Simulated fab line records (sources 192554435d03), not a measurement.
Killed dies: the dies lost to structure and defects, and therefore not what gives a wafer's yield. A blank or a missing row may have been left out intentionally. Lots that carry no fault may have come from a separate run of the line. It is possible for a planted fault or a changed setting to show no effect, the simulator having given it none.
Which tool is to blame?	flow n5-finfet	72 wafers from 24 lots sampled at 6 of the route's 1938 steps

== WHAT THE GAUGES SHOWED, per wafer ==
N5_BEOL_M9_OCD_MEAS_38. Usual: 151.6 nm for trench-depth-nm, sd 3.
lot	measured	on	trench-depth-nm (nm)	flag
L075	day 9 18:14	ocd-01	150.5 151.4 151.5	
L074	day 10 05:36	ocd-02	150.9 152.9 151.8	
L076	day 10 05:41	ocd-02	149.6 149.7 148.7	
L077	day 10 21:59	ocd-02	148.7 152.0 153.3	
L078	day 11 01:02	ocd-02	148.5 155.5 147.9	
L080	day 11 06:44	ocd-01	150.5 154.3 150.2	
L079	day 11 11:11	ocd-01	150.0 155.3 152.0	
L081	day 11 15:19	ocd-01	150.2 148.2 148.0	
L082	day 12 03:17	ocd-01	149.8 150.4 155.8	
L083	day 12 15:25	ocd-01	152.3 152.2 159.8	
L085	day 12 15:28	ocd-02	149.7 149.2 148.5	
L084	day 12 15:51	ocd-01	153.7 156.5 156.6	
L086	day 12 15:53	ocd-02	147.6 151.4 152.4	
L087	day 12 19:26	ocd-01	151.2 154.7 158.7	
L088	day 13 04:05	ocd-02	158.8 152.0 152.1	
L091	day 14 04:23	ocd-01	149.6 147.2 147.1	
L089	day 14 08:49	ocd-01	150.8 155.3 156.8	
L090	day 14 09:06	ocd-01	151.5 149.7 148.5	
L093	day 14 12:47	ocd-02	152.3 150.5 153.4	
L092	day 14 15:04	ocd-01	151.7 149.5 150.9	
L095	day 15 08:59	ocd-01	147.5 151.4 149.5	
L094	day 15 09:32	ocd-01	153.7 151.4 152.6	
L096	day 15 14:55	ocd-01	148.2 156.4 156.6	
L097	day 15 17:23	ocd-01	150.2 146.1 150.4	

N5_BEOL_M10_CD_MEAS_28: target cd 70 nm. Usual: 70.5 nm for cd-nm, sd 0.92.
lot	measured	on	cd-nm (nm)	flag
L075	day 10 02:27	cd-sem-02	71.1 73.2 70.8	
L074	day 10 11:50	cd-sem-03	70.8 69.9 71.2	
L076	day 10 12:53	cd-sem-01	69.9 73.1 71.1	
L077	day 11 11:26	cd-sem-02	70.0 69.7 68.8	
L078	day 11 10:23	cd-sem-02	69.9 70.7 71.2	
L080	day 11 14:46	cd-sem-03	71.3 70.2 70.8	
L079	day 11 18:07	cd-sem-02	71.3 71.2 71.6	
L081	day 11 20:43	cd-sem-02	67.7 68.7 68.7	
L082	day 12 10:26	cd-sem-02	69.5 70.0 70.5	
L083	day 13 00:07	cd-sem-01	70.5 70.5 70.7	
L085	day 13 00:09	cd-sem-02	71.0 70.4 71.2	
L084	day 13 00:11	cd-sem-01	71.2 71.1 71.1	
L086	day 13 00:14	cd-sem-03	71.6 70.9 70.5	
L087	day 13 06:44	cd-sem-03	72.2 71.2 72.1	
L088	day 13 10:56	cd-sem-01	71.1 70.2 70.5	
L091	day 14 12:08	cd-sem-03	70.5 69.5 70.2	
L089	day 14 15:20	cd-sem-03	69.0 70.2 71.0	
L090	day 14 15:29	cd-sem-03	71.2 71.3 69.4	
L093	day 14 19:26	cd-sem-03	70.2 69.0 70.5	
L092	day 14 22:03	cd-sem-02	71.1 70.5 70.6	
L095	day 15 16:43	cd-sem-02	70.5 70.1 70.8	
L094	day 15 18:19	cd-sem-01	69.0 68.9 69.1	
L096	day 15 23:56	cd-sem-02	71.2 71.6 71.0	
L097	day 16 01:29	cd-sem-02	70.4 70.9 71.2	

N5_BEOL_M10_INSPECT_58: inspects for defects (darkfield). Usual: 66 for raw-defect-count, sd 21.
lot	measured	on	raw-defect-count	flag
L075	day 10 07:26	defect-inspect-01	39 46 75	
L074	day 10 15:25	defect-inspect-02	81 50 53	
L076	day 10 17:25	defect-inspect-01	61 68 82	
L077	day 11 15:56	defect-inspect-02	83 79 55	
L078	day 11 14:29	defect-inspect-01	76 49 62	
L080	day 11 17:34	defect-inspect-02	116 73 125	
L079	day 11 21:23	defect-inspect-01	44 71 58	
L081	day 12 01:17	defect-inspect-02	110 77 98	
L082	day 12 13:41	defect-inspect-02	118 91 81	
L083	day 13 02:53	defect-inspect-01	60 62 29	
L085	day 13 03:25	defect-inspect-02	86 62 47	
L084	day 13 03:43	defect-inspect-01	106 46 69	
L086	day 13 05:04	defect-inspect-02	88 76 75	
L087	day 13 09:59	defect-inspect-02	30 51 72	
L088	day 13 15:15	defect-inspect-01	59 60 59	
L091	day 14 15:32	defect-inspect-01	54 57 40	
L089	day 14 18:41	defect-inspect-01	83 54 91	
L090	day 14 18:48	defect-inspect-01	89 46 62	
L093	day 14 22:59	defect-inspect-02	95 57 80	
L092	day 15 02:18	defect-inspect-01	23 46 44	
L095	day 15 21:32	defect-inspect-01	59 45 61	
L094	day 15 21:39	defect-inspect-02	59 50 51	
L096	day 16 03:22	defect-inspect-02	41 71 81	
L097	day 16 05:31	defect-inspect-01	86 59 53	

N5_BEOL_M11_OVL_MEAS_12. Usual: M11_OVL 0.0 nm, standard deviation 0.74.
lot	measured	on	M11_OVL (nm)	flag
L075	day 10 10:06	overlay-01	0.7 -0.7 -1.2	
L074	day 10 18:56	overlay-01	-0.4 -0.1 0.7	
L076	day 10 19:18	overlay-02	0.7 -0.3 -0.5	
L077	day 11 19:26	overlay-02	0.4 0.1 0.8	
L078	day 11 16:08	overlay-02	0.4 1.2 1.0	
L080	day 11 19:38	overlay-01	-0.1 0.2 -0.6	
L079	day 11 22:44	overlay-02	0.2 1.4 -0.5	
L081	day 12 02:49	overlay-02	0.6 -0.4 -0.5	
L082	day 12 16:01	overlay-01	0.7 0.6 0.2	
L083	day 13 05:09	overlay-01	-1.8 -1.0 -0.6	
L085	day 13 05:22	overlay-02	-0.6 0.8 -0.1	
L084	day 13 05:38	overlay-02	0.5 0.0 -0.6	
L086	day 13 07:46	overlay-01	0.0 0.1 0.5	
L087	day 13 12:09	overlay-01	0.2 0.9 0.1	
L088	day 13 17:01	overlay-02	0.0 -0.1 -0.3	
L091	day 14 17:19	overlay-02	0.4 1.2 1.2	
L089	day 14 20:59	overlay-02	0.0 1.2 -1.1	
L090	day 14 21:18	overlay-01	-0.7 -0.1 0.1	
L093	day 15 01:04	overlay-02	-1.3 -1.2 0.0	
L092	day 15 05:01	overlay-01	1.2 -1.3 0.3	
L095	day 16 00:50	overlay-02	0.5 0.5 1.3	
L094	day 16 01:03	overlay-02	0.4 -0.2 -0.8	
L096	day 16 05:19	overlay-02	0.1 0.0 1.6	
L097	day 16 08:09	overlay-02	-0.3 0.5 -0.2	

N5_BEOL_M11_CD_MEAS_18: pitch 140 nm, target cd 70 nm. Usual: 70.2 nm for cd-nm, sd 0.62.
lot	measured	on	cd-nm (nm)	flag
L075	day 10 10:59	cd-sem-02	70.7 70.7 70.8	
L074	day 10 19:27	cd-sem-02	70.3 70.5 70.3	
L076	day 10 19:54	cd-sem-01	70.1 71.0 70.3	
L077	day 11 20:00	cd-sem-02	70.0 71.1 70.5	
L078	day 11 16:40	cd-sem-03	69.8 69.6 69.0	
L080	day 11 20:14	cd-sem-02	70.2 70.9 70.5	
L079	day 11 23:23	cd-sem-03	69.4 70.1 71.4	
L081	day 12 03:20	cd-sem-03	71.2 71.1 71.9	
L082	day 12 17:14	cd-sem-01	70.3 70.1 69.8	
L083	day 13 05:49	cd-sem-03	70.5 70.4 70.6	
L085	day 13 06:06	cd-sem-01	69.8 69.7 70.2	
L084	day 13 06:08	cd-sem-03	70.0 69.8 69.8	
L086	day 13 08:25	cd-sem-02	70.4 69.7 69.9	
L087	day 13 12:40	cd-sem-03	70.3 69.7 70.4	
L088	day 13 18:01	cd-sem-01	70.0 70.8 70.9	
L091	day 14 17:52	cd-sem-01	69.7 70.5 70.3	
L089	day 14 21:50	cd-sem-03	70.2 70.4 69.7	
L090	day 14 22:10	cd-sem-01	71.9 71.6 70.3	
L093	day 15 01:35	cd-sem-02	70.4 70.2 70.8	
L092	day 15 05:38	cd-sem-01	70.8 70.5 69.5	
L095	day 16 01:24	cd-sem-02	69.4 69.9 69.6	
L094	day 16 01:38	cd-sem-03	69.6 68.9 69.1	
L096	day 16 05:49	cd-sem-01	70.1 69.1 70.2	
L097	day 16 08:48	cd-sem-02	70.5 69.8 71.4	

== EACH LOT AND THE TOOL THAT RAN IT (in order: tool; ch and the chambers of the sampled wafers; start) ==
lot	N5_BEOL_M10_DESCUM_33
L075	rie-diel-02 ch 0,3, day 10 02:45
L074	rie-diel-06 ch 0,2, day 10 11:59
L076	rie-diel-06 ch 0,2,3, day 10 13:03
L077	rie-diel-06 ch 0,3, day 11 11:32
L078	rie-diel-03 ch 0,1,3, day 11 10:29
L080	rie-diel-02 ch 1,2,3, day 11 14:52
L079	rie-diel-03 ch 0,1, day 11 18:12
L081	rie-diel-02 ch 1,2, day 11 21:00
L082	rie-diel-03 ch 1,2,3, day 12 10:32
L083	rie-diel-02 ch 0,1,3, day 13 00:12
L085	rie-diel-03 ch 0,3, day 13 00:16
L084	rie-diel-06 ch 1,3, day 13 00:22
L086	rie-diel-02 ch 1,3, day 13 00:40
L087	rie-diel-03 ch 0,2, day 13 06:55
L088	rie-diel-02 ch 0,1,2, day 13 11:37
L091	rie-diel-06 ch 0,1,2, day 14 12:18
L089	rie-diel-03 ch 0,2,3, day 14 15:25
L090	rie-diel-02 ch 1,2, day 14 15:35
L093	rie-diel-06 ch 0,1, day 14 19:32
L092	rie-diel-03 ch 1,2,3, day 14 22:44
L095	rie-diel-03 ch 0,2,3, day 15 17:45
L094	rie-diel-02 ch 1,3, day 15 18:27
L096	rie-diel-02 ch 1,2, day 16 00:06
L097	rie-diel-06 ch 0,2,3, day 16 01:40
- N5_BEOL_M10_DESCUM_33: chemistry O2, time 7.9 s.

== WHAT THE TOOLS THEMSELVES READ (means of the sampled wafers that have a number; where no wafer has one, the mark that the record gives instead) ==
N5_BEOL_M10_DESCUM_33. Usual: drypump-motor-current-A 5.7 A, standard deviation 0.43; oes-product-au 0.83 a.u., standard deviation 0.061; rf-fwd-power-W 49.42 W, standard deviation 0.21; rf-vpp-V 243.5 V, standard deviation 1.2; showerhead-plenum-p-Torr 2.12 Torr, standard deviation 0.068; throttle-valve-pct 20.34 %, standard deviation 0.25.
lot	tool	drypump-motor-current-A (A)	oes-product-au (a.u.)	rf-fwd-power-W (W)	rf-vpp-V (V)	showerhead-plenum-p-Torr (Torr)	throttle-valve-pct (%)	flag
L075	rie-diel-02	5.9	0.87	49.57	244.1	2.06	20.44	
L074	rie-diel-06	5.4	0.84	49.54	243.7	2.16	20.04	
L076	rie-diel-06	5.7	0.83	49.67	244.8	2.18	20.07	
L077	rie-diel-06	5.9	0.82	49.68	244.7	2.19	20.11	
L078	rie-diel-03	5.8	0.84	49.42	243.7	2.16	20.48	
L080	rie-diel-02	5.4	0.90	49.52	243.4	2.10	20.10	
L079	rie-diel-03	5.9	0.83	49.33	243.9	2.14	20.60	
L081	rie-diel-02	5.6	0.95	49.44	242.8	2.08	20.11	
L082	rie-diel-03	5.6	0.84	49.37	243.1	2.19	20.48	
L083	rie-diel-02	5.7	0.85	49.43	243.3	2.08	20.26	
L085	rie-diel-03	5.8	0.80	49.48	243.7	2.11	20.47	
L084	rie-diel-06	6.0	0.76	49.63	243.5	2.08	20.41	
L086	rie-diel-02	5.2	0.82	49.35	243.0	2.11	20.11	
L087	rie-diel-03	5.9	0.80	49.25	243.7	2.12	20.65	
L088	rie-diel-02	5.9	0.90	49.31	242.3	2.06	20.27	
L091	rie-diel-06	5.8	0.78	49.40	243.2	2.11	20.26	
L089	rie-diel-03	5.8	0.80	49.32	243.3	2.13	20.58	
L090	rie-diel-02	5.6	0.90	49.52	241.9	2.07	20.16	
L093	rie-diel-06	6.1	0.74	49.65	242.7	2.08	20.46	
L092	rie-diel-03	5.6	0.81	49.34	245.1	2.18	20.50	
L095	rie-diel-03	5.7	0.78	49.36	243.7	2.12	20.61	
L094	rie-diel-02	5.2	0.79	49.14	243.9	2.11	20.13	
L096	rie-diel-02	5.7	0.89	49.51	243.3	2.09	20.06	
L097	rie-diel-06	5.7	0.78	49.60	243.7	2.16	20.15	

== THE ANSWER, worked out from the rows above alone ==
Rule: a lot counts as off when the mean over its wafers that have a number is more than 3 standard deviations away from the usual mean. A lot without any number at a reading at which 4 lots or more have one is off too. All remaining lots with rows at the step are treated as sound. After the gauges, taken in route order, come the tools' own readings; for these a lot's mean is taken, as printed above. The first step at which some lot is off is used, and at that step the reading that is off furthest; a lot without a number counts as furthest.
No lot is off at any reading shown: from this, nothing can be told.

== WHAT THE SIMULATOR PUT IN ==
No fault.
